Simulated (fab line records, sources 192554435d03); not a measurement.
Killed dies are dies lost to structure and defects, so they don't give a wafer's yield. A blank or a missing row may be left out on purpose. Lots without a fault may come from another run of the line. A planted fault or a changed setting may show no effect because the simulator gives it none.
Which tool did it? | flow n5_finfet | 11 lots, 31 wafers sampled, at 5 steps of a route of 1938

WHAT THE GAUGES READ, wafer by wafer
N5_BEOL_M1_RS_MEAS_58: measures by four-point-probe. Usual: M1_RS 0.68 ohm/sq, standard deviation 0.031.
lot  | measured     | on            | M1_RS (ohm/sq) | flag
L585 | day 6 05:26  | film_metro-02 | 0.68 0.67 0.66 |
L590 | day 7 21:48  | film_metro-01 | 0.66 0.64 0.64 |
L592 | day 8 00:14  | film_metro-01 | 0.66 0.66 0.65 |
L591 | day 8 03:50  | film_metro-02 | 0.72 0.68 0.71 |
L594 | day 8 21:06  | film_metro-01 | 0.67 0.63      |
L595 | day 8 23:44  | film_metro-01 | 0.69 0.67      |
L596 | day 9 07:40  | film_metro-01 | 0.71 0.70 0.59 |
L601 | day 10 12:46 | film_metro-01 | 0.69 0.65 0.66 |
L604 | day 11 01:55 | film_metro-02 | 0.68 0.69 0.63 |
L605 | day 11 11:32 | film_metro-02 | 0.66 0.64 0.64 |
L606 | day 12 01:02 | film_metro-01 | 0.69 0.67 0.64 |

N5_BEOL_M4_RC_MEAS_101. Usual: DIBL_N 35.9 mV/V, standard deviation 1.9; DIBL_P 35.8 mV/V, standard deviation 2.4; IOFF_N 0.15 nA/um, standard deviation 0.031; IOFF_P 0.21 nA/um, standard deviation 0.037; ION_N 672 uA/um, standard deviation 13; ION_P 462 uA/um, standard deviation 8.3; SS_N 71.5 mV/dec, standard deviation 0.72; SS_P 73.2 mV/dec, standard deviation 0.67; VT_N 250 mV, standard deviation 3.4; VT_P -250 mV, standard deviation 3.4.
lot  | measured     | on        | DIBL_N (mV/V)  | DIBL_P (mV/V)  | IOFF_N (nA/um) | IOFF_P (nA/um) | ION_N (uA/um) | ION_P (uA/um) | SS_N (mV/dec)  | SS_P (mV/dec)  | VT_N (mV)   | VT_P (mV)      | flag
L585 | day 7 22:57  | prober-02 | 37.0 36.5 36.5 | 37.6 35.3 36.1 | 0.15 0.13 0.13 | 0.22 0.18 0.19 | 676 657 660   | 466 450 457   | 71.2 71.2 71.4 | 73.8 73.2 72.7 | 250 253 252 | -250 -253 -251 |
L590 | day 9 11:07  | prober-01 | 35.0 32.6 31.7 | 36.6 33.3 31.5 | 0.16 0.12 0.10 | 0.20 0.16 0.14 | 679 660 651   | 461 455 448   | 71.9 71.3 71.0 | 73.5 72.5 72.5 | 250 253 256 | -252 -255 -254 |
L592 | day 9 11:01  | prober-02 | 35.9 33.1 36.3 | 36.7 32.7 36.9 | 0.16 0.11 0.17 | 0.22 0.16 0.22 | 684 657 678   | 462 456 460   | 70.7 70.2 71.2 | 73.4 71.7 73.2 | 248 252 247 | -252 -254 -248 |
L591 | day 9 12:15  | prober-02 | 35.1 37.4 38.2 | 36.0 37.4 37.8 | 0.15 0.18 0.18 | 0.20 0.23 0.24 | 675 683 668   | 460 466 467   | 71.0 71.9 73.1 | 73.3 74.1 73.8 | 249 248 248 | -250 -251 -249 |
L594 | day 10 04:37 | prober-02 | 37.3 34.5      | 35.6 33.5      | 0.15 0.11      | 0.20 0.18      | 661 659       | 455 462       | 72.2 70.8      | 73.8 72.1      | 252 256     | -250 -251      |
L595 | day 10 09:46 | prober-01 | 35.1 36.9      | 35.3 37.2      | 0.13 0.16      | 0.17 0.20      | 665 675       | 456 459       | 70.7 72.0      | 72.8 73.7      | 253 251     | -254 -251      |
L596 | day 11 04:35 | prober-02 | 37.5 36.8 39.8 | 36.0 35.3 39.6 | 0.17 0.16 0.23 | 0.22 0.21 0.31 | 689 670 699   | 475 464 482   | 71.7 71.8 72.4 | 72.8 72.9 73.8 | 248 248 243 | -247 -246 -241 |
L601 | day 12 00:19 | prober-01 | 35.3 35.6 34.8 | 36.0 35.1 35.6 | 0.14 0.14 0.13 | 0.21 0.19 0.20 | 675 669 666   | 473 460 461   | 70.9 70.4 71.4 | 73.6 73.2 72.9 | 251 252 254 | -248 -250 -251 |
L604 | day 12 12:03 | prober-01 | 36.3 33.1 34.3 | 34.0 30.0 32.4 | 0.16 0.10 0.12 | 0.20 0.14 0.17 | 682 656 669   | 465 453 461   | 71.4 71.2 70.8 | 73.8 72.4 72.6 | 250 254 252 | -250 -253 -255 |
L605 | day 13 07:49 | prober-01 | 37.3 35.4 35.8 | 37.4 36.2 35.8 | 0.19 0.16 0.17 | 0.26 0.23 0.23 | 682 676 688   | 470 472 471   | 71.5 70.8 70.9 | 73.0 73.6 72.9 | 244 247 247 | -246 -248 -248 |
L606 | day 13 22:16 | prober-02 | 36.2 37.0 35.5 | 39.0 39.4 37.0 | 0.16 0.16 0.14 | 0.23 0.22 0.19 | 667 662 672   | 459 451 461   | 71.7 71.6 71.8 | 73.3 73.5 73.1 | 252 249 252 | -248 -250 -250 |

WHICH TOOL RAN EACH LOT (tool, then ch and the chambers of the sampled wafers, then the start)
lot  | N5_BEOL_M1_ANNEAL_93         | N5_BEOL_M2_HM_DEP_02         | N5_BEOL_M2_COAT_61
L585 | pvd_sputter-03, day 6 03:59  | pvd_sputter-01, day 6 06:14  | litho_track-01 ch 0, day 6 06:22
L590 | pvd_sputter-01, day 7 20:22  | pvd_sputter-01, day 7 23:40  | litho_track-05 ch 0, day 7 23:47
L592 | pvd_sputter-01, day 7 22:50  | pvd_sputter-02, day 8 04:32  | litho_track-05 ch 0, day 8 04:40
L591 | pvd_sputter-01, day 8 02:25  | pvd_sputter-03, day 8 04:55  | litho_track-03 ch 0, day 8 05:03
L594 | pvd_sputter-02, day 8 19:39  | pvd_sputter-02, day 8 23:04  | litho_track-05 ch 0, day 8 23:11
L595 | pvd_sputter-02, day 8 22:19  | pvd_sputter-03, day 9 00:05  | litho_track-05 ch 0, day 9 00:12
L596 | pvd_sputter-01, day 9 06:14  | pvd_sputter-02, day 9 07:56  | litho_track-01 ch 0, day 9 08:04
L601 | pvd_sputter-03, day 10 11:11 | pvd_sputter-02, day 10 13:11 | litho_track-03 ch 0, day 10 13:19
L604 | pvd_sputter-01, day 11 00:22 | pvd_sputter-01, day 11 03:49 | litho_track-01 ch 0, day 11 03:56
L605 | pvd_sputter-02, day 11 09:58 | pvd_sputter-01, day 11 12:11 | litho_track-03 ch 0, day 11 12:19
L606 | pvd_sputter-01, day 11 23:35 | pvd_sputter-02, day 12 01:44 | litho_track-01 ch 0, day 12 01:52
- N5_BEOL_M1_ANNEAL_93: time 240 s.
- N5_BEOL_M2_HM_DEP_02: deposits TiN, target thk 20 nm.
- N5_BEOL_M2_COAT_61: time 60 s, resist thk 60 nm.

WHAT THE TOOLS THEMSELVES READ (means of the sampled wafers that have a number; where no wafer has one, the mark that the record gives instead)
N5_BEOL_M1_ANNEAL_93. Usual: heater_power_w 862 W, standard deviation 52.
lot  | tool           | heater_power_w (W) | flag
L585 | pvd_sputter-03 | 873                |
L590 | pvd_sputter-01 | 826                |
L592 | pvd_sputter-01 | 852                |
L591 | pvd_sputter-01 | 861                |
L594 | pvd_sputter-02 | 915                |
L595 | pvd_sputter-02 | 860                |
L596 | pvd_sputter-01 | 825                |
L601 | pvd_sputter-03 | 892                |
L604 | pvd_sputter-01 | 818                |
L605 | pvd_sputter-02 | 877                |
L606 | pvd_sputter-01 | 819                |

N5_BEOL_M2_HM_DEP_02. Usual: throttle_valve_pct 30.3 %, standard deviation 0.99.
lot  | tool           | throttle_valve_pct (%) | flag
L585 | pvd_sputter-01 | 31.1                   |
L590 | pvd_sputter-01 | 31.1                   |
L592 | pvd_sputter-02 | 30.7                   |
L591 | pvd_sputter-03 | 29.4                   |
L594 | pvd_sputter-02 | 30.1                   |
L595 | pvd_sputter-03 | 29.8                   |
L596 | pvd_sputter-02 | 30.1                   |
L601 | pvd_sputter-02 | 30.5                   |
L604 | pvd_sputter-01 | 31.0                   |
L605 | pvd_sputter-01 | 31.4                   |
L606 | pvd_sputter-02 | 30.0                   |

N5_BEOL_M2_COAT_61. Usual: chill_plate_temp_C 22.98 C, standard deviation 0.11; exhaust_pa 44.9 Pa, standard deviation 0.85; run_length_s 66.27 s, standard deviation 0.23.
lot  | tool           | chill_plate_temp_C (C) | exhaust_pa (Pa) | run_length_s (s) | flag
L585 | litho_track-01 | 23.01                  | 46.1            | 65.85            |
L590 | litho_track-05 | 22.78                  | 45.0            | 66.52            |
L592 | litho_track-05 | 22.91                  | 45.2            | 66.36            |
L591 | litho_track-03 | 23.00                  | 44.8            | 66.39            |
L594 | litho_track-05 | 23.14                  | 44.5            | 68.31            | OFF
L595 | litho_track-05 | 22.94                  | 44.6            | 68.42            | OFF
L596 | litho_track-01 | 23.04                  | 43.4            | 65.92            |
L601 | litho_track-03 | 22.93                  | 44.5            | 66.46            |
L604 | litho_track-01 | 22.91                  | 45.4            | 65.91            |
L605 | litho_track-03 | 22.87                  | 46.1            | 66.30            |
L606 | litho_track-01 | 23.05                  | 45.0            | 65.90            |

THE ANSWER, worked out from the rows above alone
Rule: a lot is off if the mean of its wafers that have a number lies more than 3 standard deviations from the usual mean. A lot without any number at a reading at which 4 lots or more have one is off too. The other lots that the step has rows for count as sound. The gauges are gone through in route order, then the tools' own readings, and for those a lot's mean is taken as printed above. The first step at which some lot is off is used, and at that step the reading that is off furthest; a lot without a number counts as furthest.
Off: L594, L595, at N5_BEOL_M2_COAT_61 (run_length_s).
A tool fits if, at that step or a process step before it, it ran every lot that is off, and no sound lot after the first of them. One fits: litho_track-05 at N5_BEOL_M2_COAT_61. Its last sound lot is L592 (day 8 04:40), its first lot that is off L594 (day 8 23:11): a fault that began between those two fits.
The tool's own readings at N5_BEOL_M2_COAT_61 bear it out: on the lots that are off they differ by more than 5 times the standard deviation of the sound lots' means. run_length_s reads 68.37 s there against 66.18 s on the sound lots.

WHAT THE SIMULATOR HAD PUT IN
Process parameter drift: litho_track-05, from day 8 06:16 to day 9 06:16, at N5_BEOL_M2_COAT_61. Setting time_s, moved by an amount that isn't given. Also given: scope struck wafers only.
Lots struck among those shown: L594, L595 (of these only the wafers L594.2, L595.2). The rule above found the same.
